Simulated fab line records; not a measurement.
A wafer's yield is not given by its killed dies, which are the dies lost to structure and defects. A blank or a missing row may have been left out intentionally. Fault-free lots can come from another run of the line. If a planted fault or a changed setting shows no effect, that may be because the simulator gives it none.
fab line records -- flow n5_finfet
[record] lots = 6, wafers = 18, last_day = 18
route steps=1938 shown BEOL_M7@1273
lots that met no fault: from a run of the same line without faults
start_h: hours from the record's opening day to when the first of the lot's shown wafers began -- wait_h: time in hours since the lot's previous step -- " repeats the value in the row above -- L1.1+2: one row covering several wafers at once -- - either no value or no given start -- * or withheld: withheld -- < > ~ a bound
route shown NAME@n: a module of which the file shows steps, and the number in the route of the first -- usual: average and standard deviation across the fault-free wafers -- same: alike in all rows -- chamber/n: place in a boat -- sites: the reading at each site -- _std_site: the standard deviation of these -- _edge_site: the outer-site mean with the inner-site mean subtracted -- radius_mm: for every site, how far away it sits from the centre of the wafer -- mask NAME#n: copy n -- behind: the tool/chamber that last shaped the wafer -- hold: why the lot was held/for how many hours/how that ended -- device: which transistor (n, p or np) failed to switch -- end of line: the route-end tests of the same wafers -- a step without rows: its recipe alone -- killed: at the first sort, the dies lost to defects and structure; wafer yield is something else -- map: the dies of a wafer, with x for killed, . for not killed, _ for no die there
set.NAME: the setting the step ran with; set.NAME@STEP: the setting that earlier step ran with -- model.NAME: the simulator's own value behind a step, which no gauge read
lots at selected steps of the route; one table per step, one row per wafer
services: from which hour (start_h, from the record's first day; less than 0 if before it) a tool's chamber was out of use, for how many hours, and why
[[steps]]
[step N5_BEOL_M7_EXPOSE_08]
[recipe] mask_id = M7, na = 1.35, source_shape = dipole, sigma_inner = 0.817, sigma_outer = 0.97, polarization = te, dose_mj = 68.25
[step N5_BEOL_M7_PEB_09]
[recipe] peb_temp_c = withheld, peb_time_s = 60, resist = CAR-ArF
[step N5_BEOL_M7_DEVELOP_10]
[recipe] develop_time_s = 30, developer = TMAH, resist = CAR-ArF, rinse_liquid = diw, dry = air_spin, dev_temp_c = 23
[step N5_BEOL_M7_CD_MEAS_11]
[recipe] target_cd_nm = 38.5, landing_energy_ev = 500, detector = se_inlens, polarity = opening
[usual] cd_nm = 38.4/0.57
lot.wafer,tool,chamber,start_h,wait_h,cd_nm
L103.1,cd_sem-01,0,200.68,-,38.6
L103.2,cd_sem-01,0,200.68,-,38.6
L103.5,cd_sem-01,0,200.68,-,38.1
L112.1,cd_sem-03,0,264.89,-,38.1
L112.4,cd_sem-03,0,264.89,-,37.4
L112.5,cd_sem-03,0,264.89,-,38.4
L113.2,cd_sem-03,0,271.74,-,38.3
L113.4,cd_sem-03,0,271.74,-,38.6
L113.6,cd_sem-03,0,271.74,-,37.9
L116.1,cd_sem-01,0,283.36,-,37.8
L116.2,cd_sem-01,0,283.36,-,39.0
L116.6,cd_sem-01,0,283.36,-,38.0
L120.2,cd_sem-03,0,314.33,-,38.6
L120.3,cd_sem-03,0,314.33,-,39.1
L120.4,cd_sem-03,0,314.33,-,38.0
L121.2,cd_sem-01,0,342.00,-,37.1
L121.3,cd_sem-01,0,342.00,-,38.7
L121.4,cd_sem-01,0,342.00,-,38.6
[step N5_BEOL_M7_OVL_MEAS_12]
[recipe] points_per_wafer = 44
[usual] M7_OVL = -0.5/0.82
lot.wafer,tool,chamber,start_h,wait_h,M7_OVL[nm]
L103.1,overlay-01,0,200.71,0.0,0.8
L103.2,overlay-01,0,200.71,0.0,-0.2
L103.5,overlay-01,0,200.71,0.0,0.0
L112.1,overlay-02,0,264.92,0.0,1.0
L112.4,overlay-02,0,264.92,0.0,2.3
L112.5,overlay-02,0,264.92,0.0,0.7
L113.2,overlay-02,0,271.76,0.0,0.3
L113.4,overlay-02,0,271.76,0.0,-0.2
L113.6,overlay-02,0,271.76,0.0,-0.4
L116.1,overlay-02,0,283.39,0.0,-0.6
L116.2,overlay-02,0,283.39,0.0,-0.9
L116.6,overlay-02,0,283.39,0.0,-1.3
L120.2,overlay-01,0,314.36,0.0,-0.7
L120.3,overlay-01,0,314.36,0.0,-1.1
L120.4,overlay-01,0,314.36,0.0,-0.2
L121.2,overlay-02,0,342.03,0.0,-0.8
L121.3,overlay-02,0,342.03,0.0,-0.5
L121.4,overlay-02,0,342.03,0.0,-1.0
[step N5_BEOL_M7_INSPECT_13]
[recipe] mode = adi, inspect_instrument = brightfield
[usual] raw_defect_count = 424/90
lot.wafer,tool,chamber,start_h,wait_h,raw_defect_count
L103.1,defect_inspect-01,-,200.74,0.0,331
L103.2,defect_inspect-01,-,200.74,0.0,471
L103.5,defect_inspect-01,-,200.74,0.0,487
L112.1,defect_inspect-02,-,264.95,0.0,332
L112.4,defect_inspect-02,-,264.95,0.0,417
L112.5,defect_inspect-02,-,264.95,0.0,348
L113.2,defect_inspect-01,-,271.79,0.0,381
L113.4,defect_inspect-01,-,271.79,0.0,505
L113.6,defect_inspect-01,-,271.79,0.0,421
L116.1,defect_inspect-02,-,283.42,0.0,244
L116.2,defect_inspect-02,-,283.42,0.0,275
L116.6,defect_inspect-02,-,283.42,0.0,532
L120.2,defect_inspect-02,-,314.39,0.0,348
L120.3,defect_inspect-02,-,314.39,0.0,338
L120.4,defect_inspect-02,-,314.39,0.0,370
L121.2,defect_inspect-01,-,342.05,0.0,473
L121.3,defect_inspect-01,-,342.05,0.0,458
L121.4,defect_inspect-01,-,342.05,0.0,496
[step N5_BEOL_M7_DESCUM_16]
[recipe] chemistry = O2, time_s = 7.9, source_power_w = 50, bias_power_w = 20, pressure_mtorr = 20, rf_frequency_hz = 2.712e+07, temp_c = 40, resist = CAR-ArF, o2_flow_sccm = 225
[usual] drypump_motor_current_A = 5.8/0.31, oes_product_au = 0.79/0.076, rf_fwd_power_W = 49.47/0.21, rf_vpp_V = 243.6/1.5, showerhead_plenum_p_Torr = 2.12/0.072, throttle_valve_pct = 20.39/0.26
lot.wafer,tool,chamber,start_h,wait_h,drypump_motor_current_A,oes_product_au,rf_fwd_power_W,rf_hours_counter_h,rf_vpp_V,showerhead_plenum_p_Torr,throttle_valve_pct
L103.1,rie_diel-03,3,200.82,0.1,5.8,0.89,49.28,28,243.2,2.12,20.33
L103.2,rie_diel-03,0,200.82,0.1,5.2,0.92,49.19,20,244.2,2.15,20.28
L103.5,rie_diel-03,1,200.82,0.1,5.9,0.71,49.68,-,243.2,2.16,20.80
L112.1,rie_diel-05,3,264.98,0.0,6.1,0.82,49.77,90,244.6,2.21,20.51
L112.4,rie_diel-05,2,264.98,0.0,6.3,0.73,49.28,173,242.7,2.18,20.83
L112.5,rie_diel-05,3,264.98,0.0,6.1,0.81,49.74,-,244.2,2.21,20.50
L113.2,rie_diel-04,1,271.82,0.0,5.7,0.92,49.31,15,241.1,2.05,19.99
L113.4,rie_diel-04,2,271.82,0.0,6.1,0.75,49.87,181,244.4,2.16,19.95
L113.6,rie_diel-04,2,271.82,0.0,6.1,0.75,49.95,-,244.2,2.16,19.95
L116.1,rie_diel-04,2,283.47,0.1,6.1,0.75,49.72,184,243.9,2.16,19.95
L116.2,rie_diel-04,0,283.47,0.1,5.9,0.72,49.77,197,244.2,2.17,20.47
L116.6,rie_diel-04,2,283.47,0.1,6.1,0.74,49.60,-,245.6,2.16,19.94
L120.2,rie_diel-03,3,314.42,0.0,5.8,0.85,49.50,59,243.8,2.11,20.38
L120.3,rie_diel-03,1,314.42,0.0,5.9,0.69,49.63,231,245.9,2.15,20.85
L120.4,rie_diel-03,2,314.42,0.0,5.5,0.76,49.37,146,242.8,2.09,20.53
L121.2,rie_diel-03,2,342.09,0.0,5.4,0.75,49.52,154,242.9,2.09,20.54
L121.3,rie_diel-03,1,342.09,0.0,5.9,0.69,49.53,240,242.0,2.15,20.86
L121.4,rie_diel-03,0,342.09,0.0,5.1,0.87,49.46,60,243.7,2.13,20.33
[step N5_BEOL_M7_ETCH_61]
[recipe] chemistry = CF4, target = SiARC, target_depth_a = 455, mask_material = CAR-ArF, time_s = 75.8, ion_energy_ev = 80, pressure_mtorr = 40, source_w = 545, bias_w = 36, Ar_flow_sccm = 100, cf4_flow_sccm = 100, ends = cleared
[usual] drypump_motor_current_A = 5.8/0.31, etch_rf_on_time_s = 75.7/1.5, mfc_ar_sccm = 99.99/0.26, oes_product_au = 0.68/0.065, rf_fwd_power_W = 540.2/2.2, rf_vpp_V = 184.4/1.2, showerhead_plenum_p_Torr = 2.17/0.074, throttle_valve_pct = 15.57/0.27
lot.wafer,tool,chamber,start_h,wait_h,drypump_motor_current_A,etch_rf_on_time_s,mfc_ar_sccm,oes_product_au,rf_fwd_power_W,rf_hours_counter_h,rf_vpp_V,showerhead_plenum_p_Torr,throttle_valve_pct
L103.1,rie_diel-03,3,200.86,0.0,5.8,77.8,99.71,0.76,540.7,28,183.8,2.18,15.55
L103.2,rie_diel-03,0,200.86,0.0,5.2,72.7,100.03,0.80,539.7,20,183.8,2.18,15.32
L103.5,rie_diel-03,1,200.86,0.0,5.9,74.9,99.75,0.61,541.5,-,184.9,2.21,16.05
L112.1,rie_diel-05,3,265.02,0.0,6.1,76.1,99.97,0.69,539.8,90,185.4,2.24,15.54
L112.4,rie_diel-05,2,265.02,0.0,6.3,76.6,100.04,0.63,539.9,173,184.2,2.22,16.00
L112.5,rie_diel-05,3,265.02,0.0,6.1,76.5,100.05,0.69,540.9,-,183.5,2.24,15.55
L113.2,rie_diel-04,1,271.86,0.0,5.7,75.0,100.22,0.78,540.7,15,184.5,2.09,15.06
L113.4,rie_diel-04,2,271.86,0.0,6.1,78.6,100.05,0.62,543.7,182,185.8,2.21,15.30
L113.6,rie_diel-04,2,271.86,0.0,6.1,78.9,100.32,0.63,542.6,-,184.5,2.21,15.29
L116.1,rie_diel-04,2,283.50,0.0,6.1,77.7,99.91,0.63,543.2,184,184.0,2.21,15.31
L116.2,rie_diel-04,0,283.50,0.0,5.9,74.8,100.23,0.62,540.3,197,183.9,2.22,15.72
L116.6,rie_diel-04,2,283.50,0.0,6.1,78.1,100.17,0.63,542.8,-,185.6,2.21,15.29
L120.2,rie_diel-03,3,314.46,0.0,5.8,76.4,100.11,0.73,541.1,59,184.7,2.17,15.61
L120.3,rie_diel-03,1,314.46,0.0,5.9,74.9,100.26,0.59,541.5,231,185.2,2.20,16.10
L120.4,rie_diel-03,2,314.46,0.0,5.4,74.4,99.96,0.65,541.7,146,183.6,2.14,15.68
L121.2,rie_diel-03,2,342.12,0.0,5.4,74.2,99.84,0.64,539.9,154,184.4,2.14,15.70
L121.3,rie_diel-03,1,342.12,0.0,5.9,74.8,99.77,0.59,540.8,240,184.3,2.20,16.15
L121.4,rie_diel-03,0,342.12,0.0,5.2,72.1,99.72,0.75,539.4,60,184.0,2.17,15.40
[step N5_BEOL_M7_ETCH_62]
[recipe] chemistry = N2/H2, target = SOC, target_depth_a = 1100, overetch_a = 220, mask_material = SiARC, temp_c = 40, time_s = 165, ion_energy_ev = 200, pressure_mtorr = 30, source_w = 840, bias_w = 150, n2_flow_sccm = 200, h2_flow_sccm = 200
[usual] drypump_motor_current_A = 5.8/0.31, oes_product_au = 0.67/0.061, rf_fwd_power_W = 837.9/2.6, rf_vpp_V = 524.8/2.6, showerhead_plenum_p_Torr = 2.58/0.088, throttle_valve_pct = 17.79/0.26
lot.wafer,tool,chamber,start_h,wait_h,drypump_motor_current_A,oes_product_au,rf_fwd_power_W,rf_hours_counter_h,rf_vpp_V,showerhead_plenum_p_Torr,throttle_valve_pct
L103.1,rie_diel-03,3,200.91,0.0,5.8,0.76,836.0,28,526.1,2.59,17.73
L103.2,rie_diel-03,0,200.91,0.0,5.2,0.77,834.8,20,525.0,2.60,17.58
L103.5,rie_diel-03,1,200.91,0.0,5.9,0.60,838.1,-,527.6,2.61,18.12
L112.1,rie_diel-05,3,265.07,0.0,6.1,0.69,835.9,90,527.8,2.67,17.87
L112.4,rie_diel-05,2,265.07,0.0,6.3,0.64,838.4,173,525.4,2.65,18.28
L112.5,rie_diel-05,3,265.07,0.0,6.1,0.68,840.3,-,527.6,2.68,17.88
L113.2,rie_diel-04,1,271.91,0.0,5.6,0.77,838.4,15,522.4,2.50,17.37
L113.4,rie_diel-04,2,271.91,0.0,6.1,0.64,839.4,182,526.9,2.63,17.39
L113.6,rie_diel-04,2,271.91,0.0,6.1,0.64,841.0,-,526.6,2.63,17.38
L116.1,rie_diel-04,2,283.56,0.0,6.1,0.64,835.9,184,525.8,2.63,17.39
L116.2,rie_diel-04,0,283.56,0.0,5.9,0.60,837.6,197,526.4,2.62,17.81
L116.6,rie_diel-04,2,283.56,0.0,6.1,0.63,834.8,-,527.0,2.63,17.40
L120.2,rie_diel-03,3,314.51,0.0,5.8,0.72,840.1,59,524.3,2.58,17.77
L120.3,rie_diel-03,1,314.51,0.0,6.0,0.59,839.6,231,525.6,2.60,18.19
L120.4,rie_diel-03,2,314.51,0.0,5.4,0.64,834.6,146,524.1,2.56,18.00
L121.2,rie_diel-03,2,342.18,0.0,5.5,0.63,834.7,155,525.4,2.55,18.02
L121.3,rie_diel-03,1,342.18,0.0,5.9,0.58,837.9,240,525.2,2.59,18.17
L121.4,rie_diel-03,0,342.18,0.0,5.1,0.71,837.9,60,525.7,2.58,17.66
[step N5_BEOL_M7_STRIP_68]
[recipe] chemistry = N2/H2, temp_c = 40, n2_flow_sccm = 200, h2_flow_sccm = 200, rf_frequency_hz = 6e+07
[step N5_BEOL_M7_STRIP_67]
[recipe] chemistry = CF4, resist = SiARC, power_w = 300, bias_power_w = 75, pressure_mtorr = 50, cf4_flow_sccm = 150, rf_frequency_hz = 6e+07
[usual] chamber_pressure_mTorr = 50.00/0.048, drypump_motor_current_A = 5.8/0.31, oes_product_au = 0.79/0.072, rf_vpp_V = 271.6/1.6, showerhead_plenum_p_Torr = 1.81/0.061, throttle_valve_pct = 13.53/0.28
lot.wafer,tool,chamber,start_h,wait_h,chamber_pressure_mTorr,drypump_motor_current_A,oes_product_au,rf_hours_counter_h,rf_vpp_V,showerhead_plenum_p_Torr,throttle_valve_pct
L103.1,rie_diel-03,3,201.06,0.0,49.97,5.8,0.90,28,271.3,1.82,13.47
L103.2,rie_diel-03,0,201.06,0.0,49.97,5.1,0.90,20,270.3,1.82,13.27
L103.5,rie_diel-03,1,201.06,0.0,50.04,5.9,0.71,-,271.9,1.85,14.01
L112.1,rie_diel-05,3,265.22,0.0,49.98,6.1,0.81,90,272.2,1.87,13.50
L112.4,rie_diel-05,2,265.22,0.0,49.98,6.3,0.75,173,272.1,1.87,14.01
L112.5,rie_diel-05,3,265.22,0.0,50.02,6.1,0.81,-,273.7,1.87,13.52
L113.2,rie_diel-04,1,272.06,0.0,49.92,5.6,0.90,15,270.8,1.75,12.99
L113.4,rie_diel-04,2,272.06,0.0,50.01,6.0,0.76,182,273.4,1.84,13.30
L113.6,rie_diel-04,2,272.06,0.0,49.99,6.1,0.75,-,272.2,1.84,13.32
L116.1,rie_diel-04,2,283.71,0.0,50.04,6.1,0.74,184,271.9,1.84,13.31
L116.2,rie_diel-04,0,283.71,0.0,49.99,5.8,0.71,197,272.1,1.86,13.73
L116.6,rie_diel-04,2,283.71,0.0,49.93,6.1,0.75,-,274.1,1.84,13.29
L120.2,rie_diel-03,3,314.66,0.0,49.91,5.8,0.84,59,271.1,1.81,13.51
L120.3,rie_diel-03,1,314.66,0.0,50.04,5.9,0.69,231,271.0,1.84,14.09
L120.4,rie_diel-03,2,314.66,0.0,50.00,5.5,0.75,146,271.5,1.80,13.67
L121.2,rie_diel-03,2,342.33,0.0,49.98,5.4,0.74,155,271.2,1.80,13.69
L121.3,rie_diel-03,1,342.33,0.0,49.99,5.9,0.68,240,271.7,1.84,14.10
L121.4,rie_diel-03,0,342.33,0.0,49.98,5.2,0.84,60,270.9,1.81,13.35
[step N5_BEOL_M7_HM_OPEN_17]
[recipe] chemistry = Cl2/BCl3, target_depth_a = 200, overetch_a = 60, target = TiN, mask_material = SOC, ion_energy_ev = 150, pressure_mtorr = 10, icp_w = 1000, bias_w = 126, Cl2_flow_sccm = 53.25, bcl3_flow_sccm = 21.75, Ar_flow_sccm = 25
[usual] drypump_motor_current_A = 5.76/0.23, mfc_ar_sccm = 25.01/0.072, oes_product_au = 0.69/0.06, rf_fwd_power_W = 993/3.3, throttle_valve_pct = 21.98/0.22
lot.wafer,tool,chamber,start_h,wait_h,drypump_motor_current_A,mfc_ar_sccm,oes_product_au,rf_fwd_power_W,rf_hours_counter_h,throttle_valve_pct
L103.1,rie_metal-02,1,201.10,0.0,5.97,25.08,0.76,996,8,21.69
L103.2,rie_metal-02,0,201.10,0.0,5.52,25.09,0.70,991,30,21.93
L103.5,rie_metal-02,0,201.10,0.0,5.51,24.96,0.70,994,-,21.93
L112.1,rie_metal-02,1,265.26,0.0,5.94,25.01,0.74,992,13,21.72
L112.4,rie_metal-02,1,265.26,0.0,5.92,24.93,0.74,997,-,21.67
L112.5,rie_metal-02,1,265.26,0.0,5.93,24.95,0.75,986,-,21.68
L113.2,rie_metal-02,0,272.10,0.0,5.49,25.02,0.68,1001,35,21.95
L113.4,rie_metal-02,0,272.10,0.0,5.49,24.98,0.68,999,-,21.97
L113.6,rie_metal-02,1,272.10,0.0,5.93,25.10,0.73,991,-,21.69
L116.1,rie_metal-02,0,283.75,0.0,5.50,25.06,0.69,998,37,21.94
L116.2,rie_metal-02,1,283.75,0.0,5.94,25.03,0.73,989,15,21.71
L116.6,rie_metal-02,0,283.75,0.0,5.51,25.13,0.69,992,-,21.94
L120.2,rie_metal-01,0,314.70,0.0,5.60,24.95,0.68,1001,31,21.79
L120.3,rie_metal-01,0,314.70,0.0,5.60,24.97,0.67,993,-,21.79
L120.4,rie_metal-01,1,314.70,0.0,6.00,25.05,0.60,991,-,22.40
L121.2,rie_metal-01,0,342.37,0.0,5.62,25.06,0.67,986,34,21.80
L121.3,rie_metal-01,0,342.37,0.0,5.60,25.11,0.66,996,-,21.81
L121.4,rie_metal-01,1,342.37,0.0,5.97,24.97,0.58,995,-,22.41
[step N5_BEOL_M7_STRIP_19]
[recipe] chemistry = O2, power_w = 400, temp_c = 40, pressure_mtorr = 30, rf_frequency_hz = 6e+07, bias_power_w = 0, overash_fraction = 0.2, o2_flow_sccm = 225
[usual] chamber_pressure_mTorr = 30.00/0.034, drypump_motor_current_A = 5.76/0.29, oes_product_au = 0.79/0.074, rf_vpp_V = 3.7/0.6, showerhead_plenum_p_Torr = 2.11/0.079, throttle_valve_pct = 16.61/0.25
lot.wafer,tool,chamber,start_h,wait_h,chamber_pressure_mTorr,drypump_motor_current_A,oes_product_au,rf_hours_counter_h,rf_vpp_V,showerhead_plenum_p_Torr,throttle_valve_pct
L103.1,rie_diel-05,3,201.21,0.1,29.99,6.10,0.83,72,3.4,2.22,16.67
L103.2,rie_diel-05,1,201.21,0.1,30.00,5.73,0.87,54,3.2,2.12,16.49
L103.5,rie_diel-05,0,201.21,0.1,29.99,6.10,0.76,-,3.5,2.17,16.56
L112.1,rie_diel-04,1,265.37,0.1,29.98,5.66,0.93,14,3.3,2.06,16.19
L112.4,rie_diel-04,3,265.37,0.1,30.00,5.51,0.72,179,4.1,1.93,16.71
L112.5,rie_diel-04,2,265.37,0.1,29.96,6.06,0.75,-,3.7,2.16,16.31
L113.2,rie_diel-04,2,272.21,0.1,20.99,6.10,0.74,182,4.9,2.16,16.31
L113.4,rie_diel-04,1,272.21,0.1,20.96,5.66,0.92,15,4.1,2.06,16.18
L113.6,rie_diel-04,1,272.21,0.1,21.00,5.69,0.91,-,2.9,2.06,16.20
L116.1,rie_diel-04,2,283.91,0.1,21.01,6.11,0.75,184,3.5,2.16,16.27
L116.2,rie_diel-04,0,283.91,0.1,20.96,5.89,0.73,198,3.8,2.17,16.75
L116.6,rie_diel-04,0,283.91,0.1,20.98,5.88,0.73,-,3.8,2.17,16.74
L120.2,rie_diel-03,1,314.81,0.1,29.99,5.92,0.68,231,5.0,2.15,17.12
L120.3,rie_diel-03,3,314.81,0.1,29.97,5.77,0.85,59,4.0,2.12,16.62
L120.4,rie_diel-03,0,314.81,0.1,30.03,5.15,0.85,51,3.6,2.14,16.55
L121.2,rie_diel-03,3,342.48,0.1,30.04,5.79,0.84,66,4.2,2.11,16.65
L121.3,rie_diel-03,0,342.48,0.1,30.03,5.19,0.86,60,3.4,2.14,16.55
L121.4,rie_diel-03,2,342.48,0.1,30.05,5.45,0.74,155,3.2,2.09,16.74
[step N5_BEOL_M7_CD_MEAS_18]
[recipe] pitch_nm = 80, target_cd_nm = 40
[usual] cd_nm = 39.8/0.62
lot.wafer,tool,chamber,start_h,wait_h,cd_nm
L103.1,cd_sem-03,-,201.28,0.0,40.0
L103.2,cd_sem-03,-,201.28,0.0,40.0
L103.5,cd_sem-03,-,201.28,0.0,39.8
L112.1,cd_sem-03,-,265.44,0.0,39.6
L112.4,cd_sem-03,-,265.44,0.0,38.9
L112.5,cd_sem-03,-,265.44,0.0,39.0
L113.2,cd_sem-03,-,272.28,0.1,40.0
L113.4,cd_sem-03,-,272.28,0.1,40.1
L113.6,cd_sem-03,-,272.28,0.1,38.9
L116.1,cd_sem-02,-,283.98,0.0,39.1
L116.2,cd_sem-02,-,283.98,0.0,40.7
L116.6,cd_sem-02,-,283.98,0.0,39.9
L120.2,cd_sem-02,-,314.88,0.1,40.1
L120.3,cd_sem-02,-,314.88,0.1,40.5
L120.4,cd_sem-02,-,314.88,0.1,40.1
L121.2,cd_sem-02,-,342.55,0.1,38.8
L121.3,cd_sem-02,-,342.55,0.1,39.4
L121.4,cd_sem-02,-,342.55,0.1,40.6
[[services]]
tool,chamber,start_h,hours,kind
rie_diel-04,1,187.05,-,clean
rie_diel-04,1,187.05,-,consumable_replace:focus_ring
rie_diel-04,1,187.05,25.7,scheduled_down
rie_diel-04,1,187.05,25.7,vent_cycle
rie_diel-04,-,193.45,0.5,repair
rie_diel-05,2,195.74,11.3,repair
rie_diel-04,2,272.67,4.3,repair
rie_metal-01,-,274.15,2.8,pm
rie_diel-05,0,282.06,8.2,repair
rie_metal-01,0,291.85,14.6,repair
rie_diel-05,1,297.76,7.1,repair
rie_diel-03,3,329.38,6.4,repair
rie_metal-02,1,331.04,25.8,repair
[[key]]
[first_sign] step = N5_BEOL_M7_STRIP_19, reading = chamber_pressure_mTorr, direction = down, sigmas = 99+, usual = *, struck = *
effect none on later readings
met_at N5_BEOL_M7_STRIP_19
struck_wafers L113.2,L113.4,L113.6,L116.1,L116.2,L116.6
onset_between 265.37 272.21
[fault] kind = process_parameter_drift, tool = rie_diel-04, chamber = -, onset_h = 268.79, steps = N5_BEOL_M7_STRIP_19, channel = pressure_mtorr, offset = *, shape = step, end_h = 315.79, acts_in = *, stated = *
